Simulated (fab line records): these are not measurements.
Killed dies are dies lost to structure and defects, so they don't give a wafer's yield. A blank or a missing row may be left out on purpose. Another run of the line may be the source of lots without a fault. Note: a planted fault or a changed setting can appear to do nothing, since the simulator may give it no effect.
Which tool is to blame? || flow nand harc || 24 lots with 72 wafers sampled at 4 steps, on a route of 1302 steps

== WHAT THE GAUGES READ, wafer by wafer ==
NHARC_P_BONDPAD_OVL_MEAS_38.
{"lot": "L074", "measured": "day 6 11:52", "on": "overlay-02", "overlay x nm (nm)": "6 6 7", "overlay y nm (nm)": "-11 -11 -11"}
{"lot": "L075", "measured": "day 7 00:58", "on": "overlay-01", "overlay x nm (nm)": "1 2 2", "overlay y nm (nm)": "2 2 3"}
{"lot": "L076", "measured": "day 7 12:01", "on": "overlay-02", "overlay x nm (nm)": "2 2 2", "overlay y nm (nm)": "8 9 8"}
{"lot": "L077", "measured": "day 7 20:35", "on": "overlay-01", "overlay x nm (nm)": "0 0 1", "overlay y nm (nm)": "4 4 4"}
{"lot": "L078", "measured": "day 8 09:52", "on": "overlay-02", "overlay x nm (nm)": "-3 -4 -4", "overlay y nm (nm)": "2 2 2"}
{"lot": "L079", "measured": "day 8 23:01", "on": "overlay-02", "overlay x nm (nm)": "-6 -5 -5", "overlay y nm (nm)": "4 5 4"}
{"lot": "L080", "measured": "day 9 03:26", "on": "overlay-02", "overlay x nm (nm)": "-2 -1 -2", "overlay y nm (nm)": "2 2 2"}
{"lot": "L081", "measured": "day 9 13:22", "on": "overlay-02", "overlay x nm (nm)": "-5 -4 -6", "overlay y nm (nm)": "-12 -12 -12"}
{"lot": "L082", "measured": "day 10 04:59", "on": "overlay-02", "overlay x nm (nm)": "-10 -10 -11", "overlay y nm (nm)": "1 1 1"}
{"lot": "L083", "measured": "day 10 15:08", "on": "overlay-02", "overlay x nm (nm)": "-3 -4 -3", "overlay y nm (nm)": "-1 -2 -2"}
{"lot": "L085", "measured": "day 11 04:38", "on": "overlay-02", "overlay x nm (nm)": "6 6 7", "overlay y nm (nm)": "-7 -7 -7"}
{"lot": "L084", "measured": "day 11 07:10", "on": "overlay-01", "overlay x nm (nm)": "0 0 1", "overlay y nm (nm)": "-7 -7 -7"}
{"lot": "L086", "measured": "day 11 15:59", "on": "overlay-02", "overlay x nm (nm)": "0 0 0", "overlay y nm (nm)": "-4 -4 -4"}
{"lot": "L087", "measured": "day 11 23:14", "on": "overlay-01", "overlay x nm (nm)": "-2 -2 -2", "overlay y nm (nm)": "-3 -2 -2"}
{"lot": "L088", "measured": "day 12 15:18", "on": "overlay-02", "overlay x nm (nm)": "-4 -4 -4", "overlay y nm (nm)": "-7 -8 -7"}
{"lot": "L089", "measured": "day 12 21:17", "on": "overlay-02", "overlay x nm (nm)": "1 1 1", "overlay y nm (nm)": "4 4 4"}
{"lot": "L090", "measured": "day 13 09:07", "on": "overlay-01", "overlay x nm (nm)": "-6 -6 -6", "overlay y nm (nm)": "-3 -3 -2"}
{"lot": "L091", "measured": "day 13 20:31", "on": "overlay-02", "overlay x nm (nm)": "-3 -2 -2", "overlay y nm (nm)": "-1 -1 -1"}
{"lot": "L092", "measured": "day 14 01:24", "on": "overlay-02", "overlay x nm (nm)": "-2 -2 -2", "overlay y nm (nm)": "0 1 1"}
{"lot": "L093", "measured": "day 14 12:08", "on": "overlay-02", "overlay x nm (nm)": "-3 -3 -3", "overlay y nm (nm)": "4 3 3"}
{"lot": "L095", "measured": "day 15 07:03", "on": "overlay-01", "overlay x nm (nm)": "-4 -5 -4", "overlay y nm (nm)": "6 6 6"}
{"lot": "L094", "measured": "day 15 10:22", "on": "overlay-01", "overlay x nm (nm)": "-5 -5 -5", "overlay y nm (nm)": "8 9 9"}
{"lot": "L096", "measured": "day 15 21:42", "on": "overlay-01", "overlay x nm (nm)": "-6 -6 -6", "overlay y nm (nm)": "-12 -13 -13"}
{"lot": "L097", "measured": "day 16 13:09", "on": "overlay-02", "overlay x nm (nm)": "0 0 0", "overlay y nm (nm)": "5 5 5"}

NHARC_A_CHANNEL_HOLE_D1_CD_MEAS_10 targets a cd of 100 nm.
{"lot": "L074", "measured": "day 8 09:19", "on": "cd sem-01", "cd nm (nm)": "100.5 99.0 99.2"}
{"lot": "L075", "measured": "day 9 01:01", "on": "cd sem-01", "cd nm (nm)": "100.0 99.5 99.3"}
{"lot": "L076", "measured": "day 9 11:17", "on": "cd sem-02", "cd nm (nm)": "99.7 100.7 99.4"}
{"lot": "L077", "measured": "day 9 16:16", "on": "cd sem-01", "cd nm (nm)": "99.7 99.6 99.8"}
{"lot": "L078", "measured": "day 10 03:22", "on": "cd sem-01", "cd nm (nm)": "100.1 99.9 99.0"}
{"lot": "L079", "measured": "day 11 00:41", "on": "cd sem-03", "cd nm (nm)": "100.2 99.4 100.2"}
{"lot": "L080", "measured": "day 11 01:38", "on": "cd sem-01", "cd nm (nm)": "99.7 99.4 99.1"}
{"lot": "L081", "measured": "day 11 09:57", "on": "cd sem-03", "cd nm (nm)": "100.0 100.5 99.9"}
{"lot": "L082", "measured": "day 12 02:16", "on": "cd sem-02", "cd nm (nm)": "99.2 98.7 98.8"}
{"lot": "L083", "measured": "day 12 11:35", "on": "cd sem-01", "cd nm (nm)": "99.8 99.1 98.7"}
{"lot": "L085", "measured": "day 12 23:33", "on": "cd sem-03", "cd nm (nm)": "100.0 100.2 100.5"}
{"lot": "L084", "measured": "day 12 23:24", "on": "cd sem-01", "cd nm (nm)": "99.5 100.3 100.5"}
{"lot": "L086", "measured": "day 13 15:24", "on": "cd sem-01", "cd nm (nm)": "100.2 100.3 100.8"}
{"lot": "L087", "measured": "day 13 14:27", "on": "cd sem-02", "cd nm (nm)": "100.1 100.2 101.0"}
{"lot": "L088", "measured": "day 14 12:57", "on": "cd sem-02", "cd nm (nm)": "99.2 99.4 100.4"}
{"lot": "L089", "measured": "day 14 17:23", "on": "cd sem-01", "cd nm (nm)": "100.3 100.4 100.6"}
{"lot": "L090", "measured": "day 15 06:10", "on": "cd sem-01", "cd nm (nm)": "99.5 100.1 99.5"}
{"lot": "L091", "measured": "day 15 20:04", "on": "cd sem-03", "cd nm (nm)": "100.0 100.1 99.5"}
{"lot": "L092", "measured": "day 15 22:31", "on": "cd sem-03", "cd nm (nm)": "99.8 99.7 99.3"}
{"lot": "L093", "measured": "day 16 10:56", "on": "cd sem-02", "cd nm (nm)": "100.3 99.6 100.4"}
{"lot": "L095", "measured": "day 17 04:59", "on": "cd sem-01", "cd nm (nm)": "100.8 100.6 100.3"}
{"lot": "L094", "measured": "day 17 06:59", "on": "cd sem-03", "cd nm (nm)": "100.7 100.3 100.8"}
{"lot": "L096", "measured": "day 17 18:41", "on": "cd sem-01", "cd nm (nm)": "100.2 98.9 98.9"}
{"lot": "L097", "measured": "day 18 08:53", "on": "cd sem-02", "cd nm (nm)": "100.5 100.3 100.1"}

NHARC_A_CHANNEL_HOLE_D1_OVL_MEAS_11.
{"lot": "L074", "measured": "day 8 09:25", "on": "overlay-01", "overlay x nm (nm)": "0.0 0.6 0.1", "overlay y nm (nm)": "-1.6 -1.1 -1.1"}
{"lot": "L075", "measured": "day 9 01:07", "on": "overlay-01", "overlay x nm (nm)": "-1.7 -0.7 -1.7", "overlay y nm (nm)": "-0.1 0.5 -0.1"}
{"lot": "L076", "measured": "day 9 11:23", "on": "overlay-02", "overlay x nm (nm)": "0.5 1.1 1.3", "overlay y nm (nm)": "0.1 0.0 -0.2"}
{"lot": "L077", "measured": "day 9 16:21", "on": "overlay-01", "overlay x nm (nm)": "1.3 1.7 1.0", "overlay y nm (nm)": "-0.4 -0.4 -0.8"}
{"lot": "L078", "measured": "day 10 03:27", "on": "overlay-01", "overlay x nm (nm)": "-0.3 0.0 0.2", "overlay y nm (nm)": "-0.7 -0.1 0.0"}
{"lot": "L079", "measured": "day 11 00:47", "on": "overlay-02", "overlay x nm (nm)": "0.1 1.0 0.4", "overlay y nm (nm)": "0.7 0.6 0.7"}
{"lot": "L080", "measured": "day 11 01:43", "on": "overlay-01", "overlay x nm (nm)": "0.5 0.2 0.1", "overlay y nm (nm)": "-1.7 -1.5 -1.3"}
{"lot": "L081", "measured": "day 11 10:02", "on": "overlay-02", "overlay x nm (nm)": "0.0 -0.7 0.1", "overlay y nm (nm)": "1.0 0.0 0.4"}
{"lot": "L082", "measured": "day 12 02:21", "on": "overlay-01", "overlay x nm (nm)": "1.1 1.1 0.3", "overlay y nm (nm)": "1.9 2.1 1.8"}
{"lot": "L083", "measured": "day 12 11:40", "on": "overlay-01", "overlay x nm (nm)": "-0.5 -0.1 0.5", "overlay y nm (nm)": "-1.5 -1.8 -0.8"}
{"lot": "L085", "measured": "day 12 23:38", "on": "overlay-01", "overlay x nm (nm)": "0.7 1.6 1.1", "overlay y nm (nm)": "-0.4 -0.7 0.0"}
{"lot": "L084", "measured": "day 12 23:29", "on": "overlay-02", "overlay x nm (nm)": "0.6 0.7 0.2", "overlay y nm (nm)": "0.9 0.4 0.8"}
{"lot": "L086", "measured": "day 13 15:29", "on": "overlay-02", "overlay x nm (nm)": "0.1 -0.2 0.4", "overlay y nm (nm)": "-0.1 -0.9 -0.8"}
{"lot": "L087", "measured": "day 13 14:32", "on": "overlay-01", "overlay x nm (nm)": "0.0 0.2 -0.1", "overlay y nm (nm)": "-0.3 -0.7 -0.7"}
{"lot": "L088", "measured": "day 14 13:02", "on": "overlay-02", "overlay x nm (nm)": "0.8 0.2 1.2", "overlay y nm (nm)": "-0.4 0.0 -0.2"}
{"lot": "L089", "measured": "day 14 17:28", "on": "overlay-02", "overlay x nm (nm)": "0.2 0.4 1.2", "overlay y nm (nm)": "-0.8 -0.3 0.3"}
{"lot": "L090", "measured": "day 15 06:16", "on": "overlay-02", "overlay x nm (nm)": "-0.1 -0.4 0.3", "overlay y nm (nm)": "-0.4 -0.3 -0.3"}
{"lot": "L091", "measured": "day 15 20:10", "on": "overlay-02", "overlay x nm (nm)": "0.8 0.5 0.9", "overlay y nm (nm)": "-0.8 -0.8 -0.6"}
{"lot": "L092", "measured": "day 15 22:37", "on": "overlay-02", "overlay x nm (nm)": "0.1 0.1 0.8", "overlay y nm (nm)": "-0.2 -0.2 -0.1"}
{"lot": "L093", "measured": "day 16 11:02", "on": "overlay-02", "overlay x nm (nm)": "-0.3 0.2 -0.2", "overlay y nm (nm)": "-0.1 0.7 0.1"}
{"lot": "L095", "measured": "day 17 05:04", "on": "overlay-02", "overlay x nm (nm)": "1.1 0.3 0.2", "overlay y nm (nm)": "0.2 0.6 0.0"}
{"lot": "L094", "measured": "day 17 07:05", "on": "overlay-01", "overlay x nm (nm)": "0.2 0.2 0.0", "overlay y nm (nm)": "0.1 0.3 0.0"}
{"lot": "L096", "measured": "day 17 18:46", "on": "overlay-01", "overlay x nm (nm)": "-0.3 0.3 0.5", "overlay y nm (nm)": "-1.0 -1.4 -0.7"}
{"lot": "L097", "measured": "day 18 08:59", "on": "overlay-02", "overlay x nm (nm)": "-0.6 -0.9 -1.3", "overlay y nm (nm)": "-0.1 0.3 0.0"}

== EACH LOT AND THE TOOL THAT RAN IT (in order: tool; ch and the chambers of the sampled wafers; start) ==
{"lot": "L074", "NHARC_P_BONDPAD_PRE_CLEAN_26": "pvd sputter-02, day 8 09:19 or earlier"}
{"lot": "L075", "NHARC_P_BONDPAD_PRE_CLEAN_26": "pvd sputter-02, day 9 01:01 or earlier"}
{"lot": "L076", "NHARC_P_BONDPAD_PRE_CLEAN_26": "pvd sputter-01, day 9 11:17 or earlier"}
{"lot": "L077", "NHARC_P_BONDPAD_PRE_CLEAN_26": "pvd sputter-03, day 9 16:16 or earlier"}
{"lot": "L078", "NHARC_P_BONDPAD_PRE_CLEAN_26": "pvd sputter-01, day 10 03:22 or earlier"}
{"lot": "L079", "NHARC_P_BONDPAD_PRE_CLEAN_26": "pvd sputter-02, day 11 00:41 or earlier"}
{"lot": "L080", "NHARC_P_BONDPAD_PRE_CLEAN_26": "pvd sputter-02, day 11 01:38 or earlier"}
{"lot": "L081", "NHARC_P_BONDPAD_PRE_CLEAN_26": "pvd sputter-03, day 11 09:57 or earlier"}
{"lot": "L082", "NHARC_P_BONDPAD_PRE_CLEAN_26": "pvd sputter-01, day 12 02:16 or earlier"}
{"lot": "L083", "NHARC_P_BONDPAD_PRE_CLEAN_26": "pvd sputter-02, day 12 11:35 or earlier"}
{"lot": "L085", "NHARC_P_BONDPAD_PRE_CLEAN_26": "pvd sputter-03, day 12 23:33 or earlier"}
{"lot": "L084", "NHARC_P_BONDPAD_PRE_CLEAN_26": "pvd sputter-03, day 12 23:24 or earlier"}
{"lot": "L086", "NHARC_P_BONDPAD_PRE_CLEAN_26": "pvd sputter-02, day 13 15:24 or earlier"}
{"lot": "L087", "NHARC_P_BONDPAD_PRE_CLEAN_26": "pvd sputter-03, day 13 14:27 or earlier"}
{"lot": "L088", "NHARC_P_BONDPAD_PRE_CLEAN_26": "pvd sputter-03, day 14 12:57 or earlier"}
{"lot": "L089", "NHARC_P_BONDPAD_PRE_CLEAN_26": "pvd sputter-03, day 14 17:23 or earlier"}
{"lot": "L090", "NHARC_P_BONDPAD_PRE_CLEAN_26": "pvd sputter-01, day 15 06:10 or earlier"}
{"lot": "L091", "NHARC_P_BONDPAD_PRE_CLEAN_26": "pvd sputter-01, day 15 20:04 or earlier"}
{"lot": "L092", "NHARC_P_BONDPAD_PRE_CLEAN_26": "pvd sputter-02, day 15 22:31 or earlier"}
{"lot": "L093", "NHARC_P_BONDPAD_PRE_CLEAN_26": "pvd sputter-03, day 16 10:56 or earlier"}
{"lot": "L095", "NHARC_P_BONDPAD_PRE_CLEAN_26": "pvd sputter-01, day 17 04:59 or earlier"}
{"lot": "L094", "NHARC_P_BONDPAD_PRE_CLEAN_26": "pvd sputter-03, day 17 06:59 or earlier"}
{"lot": "L096", "NHARC_P_BONDPAD_PRE_CLEAN_26": "pvd sputter-02, day 17 18:41 or earlier"}
{"lot": "L097", "NHARC_P_BONDPAD_PRE_CLEAN_26": "pvd sputter-03, day 18 08:53 or earlier"}
- NHARC_P_BONDPAD_PRE_CLEAN_26: time 30 s.

== AS READ BY THE TOOLS THEMSELVES (means over the sampled wafers that have a number; for cases with no such wafer, the mark the record gives instead) ==
NHARC_P_BONDPAD_PRE_CLEAN_26.
{"lot": "L074", "tool": "pvd sputter-02", "heater power w (W)": 381}
{"lot": "L075", "tool": "pvd sputter-02", "heater power w (W)": 380}
{"lot": "L076", "tool": "pvd sputter-01", "heater power w (W)": 451}
{"lot": "L077", "tool": "pvd sputter-03", "heater power w (W)": 470}
{"lot": "L078", "tool": "pvd sputter-01", "heater power w (W)": 432}
{"lot": "L079", "tool": "pvd sputter-02", "heater power w (W)": 393}
{"lot": "L080", "tool": "pvd sputter-02", "heater power w (W)": 389}
{"lot": "L081", "tool": "pvd sputter-03", "heater power w (W)": 404}
{"lot": "L082", "tool": "pvd sputter-01", "heater power w (W)": 407}
{"lot": "L083", "tool": "pvd sputter-02", "heater power w (W)": 399}
{"lot": "L085", "tool": "pvd sputter-03", "heater power w (W)": 391}
{"lot": "L084", "tool": "pvd sputter-03", "heater power w (W)": 427}
{"lot": "L086", "tool": "pvd sputter-02", "heater power w (W)": 384}
{"lot": "L087", "tool": "pvd sputter-03", "heater power w (W)": 436}
{"lot": "L088", "tool": "pvd sputter-03", "heater power w (W)": 436}
{"lot": "L089", "tool": "pvd sputter-03", "heater power w (W)": 426}
{"lot": "L090", "tool": "pvd sputter-01", "heater power w (W)": 387}
{"lot": "L091", "tool": "pvd sputter-01", "heater power w (W)": 466}
{"lot": "L092", "tool": "pvd sputter-02", "heater power w (W)": 421}
{"lot": "L093", "tool": "pvd sputter-03", "heater power w (W)": 437}
{"lot": "L095", "tool": "pvd sputter-01", "heater power w (W)": 468}
{"lot": "L094", "tool": "pvd sputter-03", "heater power w (W)": 388}
{"lot": "L096", "tool": "pvd sputter-02", "heater power w (W)": 401}
{"lot": "L097", "tool": "pvd sputter-03", "heater power w (W)": 416}

== THE ANSWER, worked out from the rows above alone ==
Rule: the usual values come from the lots themselves. The widest of any qualifying gaps counts: lots, ordered by their means at a reading, are off when they make up no more than a third of the lots, leave a main group of 4 or more, and stand apart from it by 3 or more times the standard deviation of that group's means. The tables above print the reading to a certain number of digits; a main group whose means all agree to those digits is not used. A lot without any number at a reading at which 4 lots or more have one is off too. Where the step has rows for the other lots, those lots are counted as sound. After the gauges, taken in route order, come the tools' own readings; for these a lot's mean is taken, as printed above. At the first step where some lot is off, the reading lying furthest off is the one used; lots without a number count as furthest.
No lot is off at any reading shown: from this, nothing can be told.

== WHAT THE SIMULATOR PUT IN ==
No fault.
